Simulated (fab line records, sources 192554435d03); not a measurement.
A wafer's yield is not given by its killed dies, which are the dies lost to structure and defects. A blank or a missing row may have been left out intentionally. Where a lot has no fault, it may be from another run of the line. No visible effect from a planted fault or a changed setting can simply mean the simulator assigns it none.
Matching of chambers | flow n5-finfet | 4 sister chambers for N5_BEOL_M2_ETCH_64 on rie-diel-01
The step etches SOC in N2/H2, target depth 75 nm, overetch 22.5 nm, time 121.9 s. 4 wafers are shown with their chamber, then 8 later ones without.

WAFERS WITH THEIR CHAMBER
wafer  | chamber | showerhead-plenum-p-Torr (Torr)
L083.1 | 1       | 2.43
L089.4 | 2       | 2.72
L089.6 | 0       | 2.58
L092.2 | 3       | 2.67

WAFERS WHOSE CHAMBER IS MISSING
wafer  | showerhead-plenum-p-Torr (Torr)
L092.4 | 2.58
L092.5 | 2.42
L094.2 | 2.71
L094.4 | 2.66
L094.6 | 2.57
L097.2 | 2.41
L097.3 | 2.71
L097.4 | 2.66

WHICH CHAMBER EACH WENT THROUGH
wafer  | from the rows above | in truth
L092.4 | 0                   | 0
L092.5 | 1                   | 1
L094.2 | 2                   | 2
L094.4 | 3                   | 3
L094.6 | 0                   | 0
L097.2 | 1                   | 1
L097.3 | 2                   | 2
L097.4 | 3                   | 3
Correct placement for 8 of the 8. Not placeable from these rows: 0. Placed wrongly: 0.
How it was worked out, from the rows above alone: a wafer's distance from a chamber is the root of the sum, over the readings, of the square of ((its reading less the chamber's mean) divided by the reading's scatter). The wafer belongs to the nearest chamber; if the next one is less than 2 further off, it can't be placed. Each chamber's mean is taken over the wafers shown for it. The scatter: root of mean squared gap, hidden wafer to nearest shown wafer, with one shown wafer a chamber.
